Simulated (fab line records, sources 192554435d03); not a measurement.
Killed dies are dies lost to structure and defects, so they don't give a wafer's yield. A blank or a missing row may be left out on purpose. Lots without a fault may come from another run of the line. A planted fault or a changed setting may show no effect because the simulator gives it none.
A struck lot beside a sound one | flow n5_finfet | 42 steps out of a route of 1938
Sound: wafers L526.3, L526.5, L526.6. Struck: wafer L532.6. (L532.1, L532.2 of the same lot were not struck and are left out.) The cause comes at the end.
At each step with rows: each side's tool, then ch and its chambers, then its first start. Under that, the readings that differ: sound wafers | struck wafers | difference of the means | sigmas: that difference in standard deviations of wafers without a fault.
alike: readings whose means differ by less than 2 such deviations, and words and numbers that are the same on both sides. not compared: withheld readings, readings that some wafer has no value for, bounds like >300 that may hide the same value, and numbers for which the record gives no deviation and whose values overlap.
The two part at a step that has a row with sigmas, a row that says differs or no value, or rows on one side only. Numbers that don't overlap but have no deviation are shown without sigmas and don't part them. A reading that every wafer of one side lacks parts them only if that side has two wafers or more.

first, 4 steps without rows for these wafers: N5_BEOL_M2_STRIP_36 (strips in N2/H2); N5_BEOL_M2_TRENCH_ETCH_37 (etches SiOC in C4F6/O2, target depth 55.555 nm, time 29.2 s); N5_BEOL_M2_ETCH_41 (etches SiCN in CH3F/O2, target depth 29.9 nm, time 52.5 s); N5_BEOL_M2_STRIP_97 (strips in N2/H2, time 10 s).
N5_BEOL_M2_OCD_MEAS_38:
  sound on ocd-01, day 7 22:03; struck on ocd-02, day 10 07:48
  alike: trench_depth_nm
then, 4 steps without rows for these wafers: N5_BEOL_M2_HM_STRIP_39 (strips TiN in peroxide tin strip, target depth 25 nm, time 158 s); N5_BEOL_M2_SRD_40 (time 30 s); N5_BEOL_M2_PRECLEAN_42 (cleans in residue remover, time 60 s); N5_BEOL_M2_SRD_43 (time 30 s).
N5_BEOL_M2_CD_MEAS_35: target cd 18 nm, target cd y 22.2 nm.
  sound on cd_sem-02, day 7 22:13; struck on cd_sem-01, day 10 07:57
  alike: cd_nm
then, 2 steps without rows for these wafers: N5_BEOL_M2_DEGAS_44 (time 60 s); N5_BEOL_M2_PRE_CLEAN_45 (time 30 s).
N5_BEOL_M2_ALD_84: deposits TaN, pulse time 2 s, purge time 3 s, co reactant purge time 2 s.
  sound on ald_metal-03 ch 1,2,3, day 7 22:32; struck on ald_metal-03 ch 1, day 10 08:30
  alike: heater_power_w
N5_BEOL_M2_SURFACE_TREAT_85:
  sound on pvd_sputter-03, day 7 22:50; struck on pvd_sputter-01, day 10 08:44
  not compared: throttle_valve_pct
then, 13 steps without rows for these wafers: N5_BEOL_M2_CVD_47 (deposits Co from CCTBA/H2, target thk 3 nm, time 223.8 s); N5_BEOL_M2_SPUTTER_48 (material Cu, target thk 4.5 nm, time 8.29 s); N5_BEOL_M2_ANNEAL_49 (time 240 s); N5_BEOL_M2_SPUTTER_79 (material Cu, target thk 4.5 nm, time 8.29 s); N5_BEOL_M2_ANNEAL_80 (time 240 s); N5_BEOL_M2_SPUTTER_81 (material Cu, target thk 4.5 nm, time 8.29 s); N5_BEOL_M2_ANNEAL_82 (time 240 s); N5_BEOL_M2_SPUTTER_86 (material Cu, target thk 4.5 nm, time 8.29 s); N5_BEOL_M2_ANNEAL_87 (time 240 s); N5_BEOL_M2_SPUTTER_88 (material Cu, target thk 4.5 nm, time 8.29 s); N5_BEOL_M2_ANNEAL_89 (time 240 s); N5_BEOL_M2_SPUTTER_90 (material Cu, target thk 4.5 nm, time 8.29 s); N5_BEOL_M2_ANNEAL_91 (time 240 s).
N5_BEOL_M2_SPUTTER_92: material Cu, target thk 4.5 nm, time 8.29 s.
  sound on pvd_sputter-01, day 8 00:26; struck on pvd_sputter-02, day 10 10:18
  reading                | sound          | struck | difference | sigmas
  throttle_valve_pct (%) | 27.8 28.0 30.6 | 31.6   | +2.8       | +3
then, 2 steps without rows for these wafers: N5_BEOL_M2_ANNEAL_93 (time 240 s); N5_BEOL_M2_SPUTTER_94 (material Cu, target thk 4.5 nm, time 8.29 s).
N5_BEOL_M2_ANNEAL_95: time 240 s.
  sound on pvd_sputter-01, day 8 00:44; struck on pvd_sputter-02, day 10 10:36
  alike: heater_power_w
then, 2 steps without rows for these wafers: N5_BEOL_M2_SPUTTER_96 (material Cu, target thk 4.5 nm, time 8.29 s); N5_BEOL_M2_ECD_50 (material Cu, target thk 300 nm).
N5_BEOL_M2_ANNEAL_51: time 90 s.
  sound on rtp_anneal-01 ch 0, day 8 01:17; struck on rtp_anneal-01 ch 0, day 10 10:56
  alike: wafer_temp_C_max
N5_BEOL_M2_CMP_52: polishes, stops on SiOC, t overpolish 6.8 s, target thk 40 nm.
  sound on cmp-03 ch 1,2,3, day 8 01:37; struck on cmp-03 ch 0, day 10 11:14
  reading                | sound    | struck | difference | sigmas
  time_to_endpoint_s (s) | 69 67 62 | 58     | -8         | -2
  alike: barrier_field_endpoint_s, motor_current_A, overpolish_run_s, slurry_filter_dp_kPa
N5_BEOL_M2_THK_MEAS_53: measures by xrf.
  sound on film_metro-01, day 8 01:47; struck on film_metro-02, day 10 11:31
  alike: M2_THK
then, 4 steps without rows for these wafers: N5_BEOL_M2_PRE_CLEAN_60 (time 15 s); N5_BEOL_M2_CO_CAP_55 (material Co, precursor CCTBA/H2, target thk 2 nm, time 102.1 s); N5_BEOL_M2_PRE_CLEAN_56 (time 15 s); N5_BEOL_M2_DEP_57 (deposits SiCN from 3MS/NH3, target thk 8 nm, time 14 s).
N5_BEOL_M2_RS_MEAS_58: measures by four-point-probe.
  sound on film_metro-01, day 8 02:05; struck on film_metro-02, day 10 11:47
  alike: M2_RS
-- the record jumps here: 6 days lie between the struck wafers' starts before and after (it left off in module BEOL_M2 and takes up again in module PASSIVATION, whose first step shown is number 1936 of the route) --
N5_PASSIVATION_PROBE_49:
  the record has rows for the struck wafers here (prober-01, day 16 05:19) and none for the sound ones

WHERE THEY PART
First at N5_BEOL_M2_SPUTTER_92; last, within this record, at N5_PASSIVATION_PROBE_49.

WHY: what the simulator had put in
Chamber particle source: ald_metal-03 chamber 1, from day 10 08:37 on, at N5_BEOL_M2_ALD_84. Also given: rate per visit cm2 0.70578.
